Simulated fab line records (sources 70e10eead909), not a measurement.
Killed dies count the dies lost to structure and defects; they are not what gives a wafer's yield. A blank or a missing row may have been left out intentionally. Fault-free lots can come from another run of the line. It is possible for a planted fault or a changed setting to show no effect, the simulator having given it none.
fab line records    flow nand_harc    part 2 of 2: steps 5 to 6 of 6
[record] lots = 24  wafers = 72  last_day = 33
route steps=1302 shown A_STAIRCASE@773
lots that met no fault: from a run of the same line without faults
start_h: hours from the record's first day to the start of the lot's first wafer shown    wait_h: hours since the lot's step before    " same as the row above    L1.1+2: one row covering several wafers at once    - no value present, or no start provided    * or withheld: withheld    < > ~ a bound
route shown NAME@n: names a module that has steps shown in the file, with the first one's number in the route    usual: mean/standard deviation taken from wafers without a fault    same: alike in all rows    chamber/n: place in a boat    sites: per-site readings    _std_site: standard deviation across them    _edge_site: the outer-site mean with the inner-site mean subtracted    radius_mm: how far each site lies from the wafer's centre    mask NAME#n: copy n    behind: tool/chamber where the wafer was last shaped    hold: why the lot went on hold/how many hours it stayed there/how the hold came to an end    device: the n, p or np transistor that did not switch    end of line: at the end of the route, the tests of the same wafers    for a step that has no rows: nothing shown but its recipe    killed: at the first sort, the dies lost to defects and structure; wafer yield is something else    map: per-die view of a wafer (x killed, . not killed, _ where there is no die)
set.NAME: the setting that was run; set.NAME@STEP: the one run at that earlier step    model.NAME: the simulator's own value behind a step, which no gauge read
one table for each step of the route and one row for each wafer, over a sample of lots
services: the hour from which a tool's chamber was out of use, counted from the record's first day as start_h (under 0 if before that day), plus the number of hours and why
[[steps]]
[step NHARC_A_STAIRCASE_DEP_301]
[recipe] target_thk_a = 300  target_thk_nm = 30  temp_c = 400  pressure_torr = 3.5  flow_sccm = 200  rf_w = 350  material = SiON
[usual] heater_power_w = 755/72
lot.wafer  tool      chamber  start_h  wait_h  heater_power_w
L074.2     pecvd-03  2        394.92   1.3     730
L074.5     "         2        "        "       705
L074.6     "         0        "        "       850
L075.1     pecvd-04  1        395.26   1.5     738
L075.4     "         0        "        "       783
L075.5     "         0        "        "       778
L076.3     pecvd-03  0        414.53   1.4     755
L076.1     "         1        "        "       833
L076.5     "         0        "        "       751
L078.6     pecvd-03  1        416.04   0.1     798
L078.4     "         2        "        "       719
L078.5     "         0        "        "       770
L077.1     pecvd-03  1        426.28   1.5     874
L077.3     "         2        "        "       674
L077.6     "         1        "        "       878
L079.3     pecvd-02  2        441.60   1.0     775
L079.1     "         0        "        "       684
L079.5     "         2        "        "       789
L080.3     pecvd-02  2        450.15   1.0     771
L080.4     "         2        "        "       789
L080.5     "         0        "        "       732
L081.3     pecvd-03  1        453.18   0.9     871
L081.2     "         2        "        "       727
L081.5     "         2        "        "       766
L083.3     pecvd-03  0        464.63   1.0     758
L083.2     "         1        "        "       835
L083.5     "         2        "        "       767
L082.2     pecvd-02  2        468.57   1.2     770
L082.6     "         0        "        "       583
L082.5     "         1        "        "       720
L084.4     pecvd-04  0        487.05   0.7     735
L084.5     "         0        "        "       737
L084.6     "         1        "        "       725
L085.3     pecvd-02  1        494.47   0.9     673
L085.2     "         0        "        "       707
L085.5     "         0        "        "       695
L086.2     pecvd-03  1        503.65   1.2     817
L086.1     "         2        "        "       776
L086.6     "         2        "        "       754
L087.2     pecvd-02  0        514.90   1.2     593
L087.3     "         1        "        "       718
L087.1     "         2        "        "       786
L089.2     pecvd-04  1        528.50   1.2     695
L089.5     "         1        "        "       722
L089.4     "         2        "        "       821
L091.1     pecvd-03  1        538.80   1.5     865
L091.3     "         0        "        "       828
L091.5     "         0        "        "       827
L088.2     pecvd-03  2        543.73   1.2     749
L088.3     "         0        "        "       769
L088.1     "         1        "        "       835
L090.1     pecvd-04  1        545.70   1.6     716
L090.5     "         1        "        "       703
L090.6     "         0        "        "       744
L092.2     pecvd-02  0        560.35   1.3     609
L092.1     "         1        "        "       651
L092.5     "         2        "        "       758
L093.1     pecvd-03  1        570.61   1.5     891
L093.3     "         0        "        "       705
L093.4     "         1        "        "       932
L095.3     pecvd-02  0        580.65   1.0     646
L095.4     "         1        "        "       692
L095.5     "         2        "        "       693
L094.2     pecvd-04  0        581.08   1.3     732
L094.6     "         0        "        "       700
L094.4     "         1        "        "       755
L096.1     pecvd-03  0        594.82   1.6     822
L096.5     "         1        "        "       868
L096.4     "         0        "        "       823
L097.1     pecvd-03  2        616.50   1.6     794
L097.2     "         0        "        "       679
L097.3     "         1        "        "       884
[step NHARC_A_STAIRCASE_ETCH_313]
[recipe] cf4_flow_sccm = 100  chf3_flow_sccm = 30  ar_flow_sccm = 0  rf_w = 500  bias_w = 200  chemistry = CF4/CHF3
[usual] drypump_motor_current_A = 5.8/0.44  oes_product_au = 0.932/0.019  rf_vpp_V = 371.0/2.3  showerhead_plenum_p_Torr = 1.59/0.061  throttle_valve_pct = 16.802/0.0092
lot.wafer  tool         chamber  start_h  wait_h  drypump_motor_current_A  oes_product_au  rf_hours_counter_h  rf_vpp_V  showerhead_plenum_p_Torr  throttle_valve_pct
L074.2     rie_diel-01  0        396.01   0.1     5.9                      0.978           1                   367.5     1.49                      16.807
L074.6     "            3        "        "       5.8                      0.934           -                   372.2     1.59                      16.812
L074.5     "            0        "        "       6.0                      0.973           -                   368.6     1.49                      16.790
L075.4     rie_diel-09  2        396.49   0.1     6.2                      0.937           28                  372.3     1.60                      16.807
L075.1     "            3        "        "       6.3                      0.925           28                  373.8     1.68                      16.796
L075.5     "            1        "        "       5.9                      0.910           -                   374.1     1.62                      16.797
L076.3     rie_diel-09  1        415.60   0.1     5.9                      0.917           30                  373.6     1.62                      16.820
L076.1     "            0        "        "       5.7                      0.920           15                  371.8     1.62                      16.809
L076.5     "            1        "        "       5.9                      0.924           -                   371.8     1.62                      16.780
L078.4     rie_diel-01  1        417.11   0.1     5.2                      0.926           -                   370.4     1.54                      16.796
L078.6     "            1        "        "       5.2                      0.913           -                   369.5     1.54                      16.805
L078.5     "            2        "        "       6.4                      0.908           -                   366.4     1.49                      16.794
L077.1     rie_diel-01  1        427.70   0.2     5.2                      0.923           15                  369.1     1.54                      16.807
L077.3     "            1        "        "       5.3                      0.921           -                   369.4     1.54                      16.819
L077.6     "            0        "        "       6.0                      0.940           -                   367.9     1.49                      16.791
L079.3     rie_diel-05  1        442.67   0.1     5.8                      0.931           13                  374.6     1.67                      16.803
L079.1     "            0        "        "       5.0                      0.936           11                  370.5     1.59                      16.799
L079.5     "            2        "        "       5.9                      0.922           -                   371.4     1.60                      16.798
L080.3     rie_diel-09  0        451.24   0.1     5.7                      0.920           26                  372.9     1.62                      16.802
L080.4     "            2        "        "       6.2                      0.941           -                   372.0     1.59                      16.786
L080.5     "            3        "        "       6.4                      0.947           -                   373.4     1.68                      16.801
L081.3     rie_diel-05  3        454.30   0.1     5.2                      0.923           15                  374.9     1.68                      16.788
L081.2     "            0        "        "       5.0                      0.924           13                  370.8     1.59                      16.798
L081.5     "            1        "        "       5.8                      0.921           -                   373.7     1.67                      16.797
L083.3     rie_diel-09  1        465.77   0.2     5.9                      0.922           44                  372.4     1.62                      16.793
L083.2     "            2        "        "       6.2                      0.940           52                  372.0     1.59                      16.792
L083.5     "            2        "        "       6.2                      0.947           -                   370.5     1.59                      16.785
L082.2     rie_diel-01  0        469.65   0.1     6.0                      0.933           23                  367.7     1.49                      16.791
L082.6     "            2        "        "       6.4                      0.917           -                   367.0     1.49                      16.807
L082.5     "            3        "        "       5.8                      0.925           -                   371.8     1.59                      16.803
L084.4     rie_diel-05  2        488.02   0.1     5.9                      0.988           28                  372.0     1.60                      16.796
L084.5     "            3        "        "       5.2                      0.978           -                   374.3     1.68                      16.813
L084.6     "            0        "        "       5.0                      0.979           -                   371.6     1.59                      16.830
L085.2     rie_diel-05  0        495.42   0.1     5.0                      0.945           28                  370.8     1.59                      16.813
L085.3     "            2        "        "       5.9                      0.925           29                  372.4     1.60                      16.790
L085.5     "            1        "        "       5.8                      0.929           -                   373.4     1.66                      16.781
L086.1     rie_diel-05  0        504.71   0.1     5.0                      0.989           31                  370.5     1.59                      16.816
L086.2     "            2        "        "       5.9                      0.965           32                  372.4     1.60                      16.798
L086.6     "            0        "        "       5.0                      0.991           -                   370.0     1.59                      16.823
L087.2     rie_diel-05  0        515.90   0.1     5.0                      0.931           35                  371.9     1.59                      16.791
L087.1     "            2        "        "       5.9                      0.929           36                  372.2     1.60                      16.815
L087.3     "            3        "        "       5.2                      0.920           33                  374.3     1.68                      16.807
L089.2     rie_diel-01  2        529.59   0.1     6.4                      0.911           43                  367.0     1.48                      16.808
L089.4     "            3        "        "       5.8                      0.916           30                  370.4     1.58                      16.809
L089.5     "            2        "        "       6.4                      0.907           -                   367.5     1.48                      16.807
L091.1     rie_diel-01  3        539.83   0.1     5.8                      0.922           33                  371.2     1.58                      16.792
L091.3     "            2        "        "       6.4                      0.913           46                  366.7     1.48                      16.806
L091.5     "            0        "        "       5.9                      0.929           -                   368.2     1.48                      16.819
L088.1     rie_diel-05  3        544.79   0.1     5.2                      0.927           46                  372.8     1.67                      16.802
L088.2     "            0        "        "       5.0                      0.933           47                  370.0     1.58                      16.805
L088.3     "            1        "        "       5.8                      0.926           53                  374.1     1.66                      16.805
L090.1     rie_diel-09  3        546.78   0.1     6.4                      0.927           14                  372.9     1.67                      16.807
L090.6     "            1        "        "       5.9                      0.921           -                   372.4     1.61                      16.795
L090.5     "            2        "        "       6.2                      0.928           -                   371.5     1.59                      16.790
L092.2     rie_diel-09  3        561.46   0.1     6.4                      0.933           21                  374.5     1.67                      16.807
L092.1     "            0        "        "       5.7                      0.946           23                  372.7     1.61                      16.797
L092.5     "            2        "        "       6.2                      0.931           -                   370.3     1.58                      16.794
L093.1     rie_diel-05  3        574.45   2.8     5.1                      0.924           58                  374.5     1.67                      16.809
L093.3     "            0        "        "       5.0                      0.940           57                  370.9     1.58                      16.799
L093.4     "            0        "        "       5.0                      0.937           -                   371.4     1.58                      16.801
L094.4     rie_diel-09  2        584.18   0.1     6.2                      0.935           23                  371.3     1.58                      16.810
L094.2     "            3        "        "       6.4                      0.931           27                  374.1     1.67                      16.806
L094.6     "            1        "        "       5.9                      0.924           -                   373.0     1.61                      16.800
L095.3     rie_diel-01  1        584.87   2.9     5.2                      0.915           8                   368.2     1.53                      16.815
L095.4     "            2        "        "       6.4                      0.913           7                   366.3     1.48                      16.805
L095.5     "            0        "        "       5.9                      0.927           -                   366.8     1.48                      16.802
L096.4     rie_diel-09  2        595.73   0.1     6.2                      0.931           26                  369.9     1.58                      16.794
L096.1     "            3        "        "       6.4                      0.915           30                  375.0     1.67                      16.812
L096.5     "            0        "        "       5.7                      0.934           -                   370.6     1.60                      16.794
L097.2     rie_diel-01  3        618.12   0.6     5.8                      0.929           19                  370.3     1.58                      16.792
L097.3     "            0        "        "       6.0                      0.935           17                  367.6     1.48                      16.794
L097.1     "            1        "        "       5.2                      0.911           17                  367.8     1.53                      16.806
[[services]]
tool         chamber  start_h  hours  kind
rie_diel-09  0        358.70   36.5   repair
pecvd-03     -        366.08   13.0   pm
rie_diel-01  -        381.24   9.0    pm
rie_diel-09  1        386.84   5.0    repair
pecvd-02     2        399.58   5.7    repair
pecvd-04     0        404.40   9.7    repair
rie_diel-05  -        406.62   9.0    pm
rie_diel-01  0        407.74   18.9   repair
pecvd-02     -        408.13   13.0   pm
pecvd-04     -        433.62   0.3    repair
rie_diel-09  1        449.41   13.0   repair
pecvd-04     -        450.16   13.0   pm
rie_diel-01  3        455.97   1.4    repair
rie_diel-09  -        463.31   1.1    repair
rie_diel-01  2        476.04   5.3    repair
pecvd-04     2        481.97   16.3   repair
rie_diel-05  3        491.62   1.4    repair
rie_diel-09  -        497.46   9.0    pm
pecvd-03     2        523.41   17.9   repair
pecvd-03     -        547.08   13.0   pm
rie_diel-01  -        558.24   9.0    pm
pecvd-03     -        564.50   1.8    repair
pecvd-03     2        571.26   2.0    repair
rie_diel-05  -        583.85   9.0    pm
